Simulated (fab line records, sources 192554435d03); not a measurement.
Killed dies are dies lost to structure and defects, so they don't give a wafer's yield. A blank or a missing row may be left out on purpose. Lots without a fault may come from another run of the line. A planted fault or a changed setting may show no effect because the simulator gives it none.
Split-lot experiment | flow n5_finfet | 7 lots, 39 wafers read, on a route of 1938 steps

THE SPLIT
At N5_BEOL_M13_SPUTTER_43 (material TaN, target thk 15 nm, time 24.19 s), the setting time_s was moved away from the recipe's 24.19 s on 9 of the 39 wafers read, by -36.8% to +26.4%. The other wafers ran this setting at the recipe's value.

FROM THE SPLIT TO THE READING: what the file shows between them, 4 steps
- N5_BEOL_M13_SPUTTER_44: material Ta, target thk 10 nm, time 16.13 s
- N5_BEOL_M13_SPUTTER_45: material Cu, target thk 80 nm, time 13.33 s
- N5_BEOL_M13_ECD_47: material Cu, target thk 936 nm
- N5_BEOL_M13_ANNEAL_48: time 90 s

THE READING
barrier_field_endpoint_s, in s, at N5_BEOL_M13_CMP_49 (polishes, stops on SiOC, t overpolish 17.1 s, target thk 420 nm). Fault-free wafers of this fab line usually give 30.6 s, standard deviation 0.95 s.

wafer  | tool, chamber at the split | time_s as run, s | against the recipe | barrier_field_endpoint_s, s | against lot-mates on the recipe
L075.3 | pvd_sputter-03, -          | 24.19            | recipe             | 31.5                        | -
L075.2 | pvd_sputter-03, -          | 24.19            | recipe             | 31.8                        | -
L075.4 | pvd_sputter-03, -          | 24.19            | recipe             | 31.2                        | -
L075.1 | pvd_sputter-03, -          | 24.19            | recipe             | 30.5                        | -
L075.5 | pvd_sputter-03, -          | 24.19            | recipe             | 31.0                        | -
L075.6 | pvd_sputter-03, -          | 24.19            | recipe             | 32.4                        | -
L077.3 | pvd_sputter-03, -          | 24.19            | recipe             | 29.7                        | -
L077.4 | pvd_sputter-03, -          | 30.57            | +26.4%             | 35.5                        | +5.0
L077.1 | pvd_sputter-03, -          | 30.57            | +26.4%             | 35.6                        | +5.1
L077.2 | pvd_sputter-03, -          | 24.19            | recipe             | 30.7                        | -
L077.6 | pvd_sputter-03, -          | 30.57            | +26.4%             | 35.6                        | +5.1
L077.5 | pvd_sputter-03, -          | 24.19            | recipe             | 31.1                        | -
L082.2 | pvd_sputter-03, -          | 24.19            | recipe             | 30.4                        | -
L082.1 | pvd_sputter-03, -          | 24.19            | recipe             | 29.7                        | -
L082.5 | pvd_sputter-03, -          | 24.19            | recipe             | 29.2                        | -
L085.2 | pvd_sputter-02, -          | 24.19            | recipe             | 30.4                        | -
L085.3 | pvd_sputter-02, -          | 24.19            | recipe             | 29.7                        | -
L085.4 | pvd_sputter-02, -          | 24.19            | recipe             | 29.0                        | -
L085.1 | pvd_sputter-02, -          | 24.19            | recipe             | 29.4                        | -
L085.5 | pvd_sputter-02, -          | 24.19            | recipe             | 30.2                        | -
L085.6 | pvd_sputter-02, -          | 24.19            | recipe             | 29.6                        | -
L089.4 | pvd_sputter-01, -          | 24.19            | recipe             | 30.1                        | -
L089.3 | pvd_sputter-01, -          | 24.19            | recipe             | 30.5                        | -
L089.1 | pvd_sputter-01, -          | 24.19            | recipe             | 30.6                        | -
L089.2 | pvd_sputter-01, -          | 24.19            | recipe             | 30.3                        | -
L089.5 | pvd_sputter-01, -          | 24.19            | recipe             | 30.1                        | -
L089.6 | pvd_sputter-01, -          | 24.19            | recipe             | 30.4                        | -
L095.4 | pvd_sputter-02, -          | 24.19            | recipe             | 29.9                        | -
L095.3 | pvd_sputter-02, -          | 15.3             | -36.8%             | 25.6                        | -6.2
L095.1 | pvd_sputter-02, -          | 15.3             | -36.8%             | 23.9                        | -7.9
L095.2 | pvd_sputter-02, -          | 24.19            | recipe             | 32.0                        | -
L095.5 | pvd_sputter-02, -          | 15.3             | -36.8%             | 23.0                        | -8.8
L095.6 | pvd_sputter-02, -          | 24.19            | recipe             | 33.5                        | -
L096.1 | pvd_sputter-01, -          | 17.99            | -25.6%             | 26.0                        | -4.3
L096.4 | pvd_sputter-01, -          | 24.19            | recipe             | 30.1                        | -
L096.3 | pvd_sputter-01, -          | 17.99            | -25.6%             | 25.5                        | -4.8
L096.2 | pvd_sputter-01, -          | 24.19            | recipe             | 31.4                        | -
L096.5 | pvd_sputter-01, -          | 17.99            | -25.6%             | 25.8                        | -4.5
L096.6 | pvd_sputter-01, -          | 24.19            | recipe             | 29.3                        | -

THE FIT
A straight line over all 39 wafers: barrier_field_endpoint_s changes by +0.181 s for each +1% of time_s; r = +0.94; the points scatter about the line by 0.96 s.
The same after taking each lot's own level away (the mean of its wafers on the recipe; 39 wafers): +0.196 s for each +1%; r = +0.97; scatter 0.72 s.
On that fit, the largest move of time_s shifts the reading by 7.2 s.
The lots' own levels span 29.72 to 31.80 s, that is 2.2 times the standard deviation above.
So the lot-to-lot level changes the slope little: the two slopes agree.
Check: with one of the wafers moved furthest among these (-36.8%) left out of the fit, the line predicts -7.41 s for it against its lot-mates. It came out at -6.2 s against them.

OTHER SPLITS ON THESE WAFERS
These wafers also went through other splits before the reading. Each is held against what the fit with the lots' levels taken away leaves over:
other split on the same wafers           | wafers away from the commonest value | r with barrier_field_endpoint_s (lot level and that fit taken away)
N5_BEOL_M8_TRENCH_ETCH_37 target_depth_a | 9                                    | +0.14

THE WHOLE CHAIN: every reading that the file lists as answering this split, in the file's order
step                   | what it does                                                    | reading                                                                            | change (the file's fit)               | r (the file's)
N5_BEOL_M13_SPUTTER_43 | material TaN, target thk 15 nm, time 24.19 s                    | TaN_of_BEOL_M13_SPUTTER_43.thk_nm (the simulator's own value, which no gauge read) | +0.152 nm for each +1% of the setting | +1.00
N5_BEOL_M13_CMP_49     | polishes, stops on SiOC, t overpolish 17.1 s, target thk 420 nm | barrier_field_endpoint_s                                                           | +0.196 s for each +1% of the setting  | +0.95

THE FILE'S OWN FIT
barrier_field_endpoint_s changes by +0.196 s for each +1% of time_s, r = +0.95.
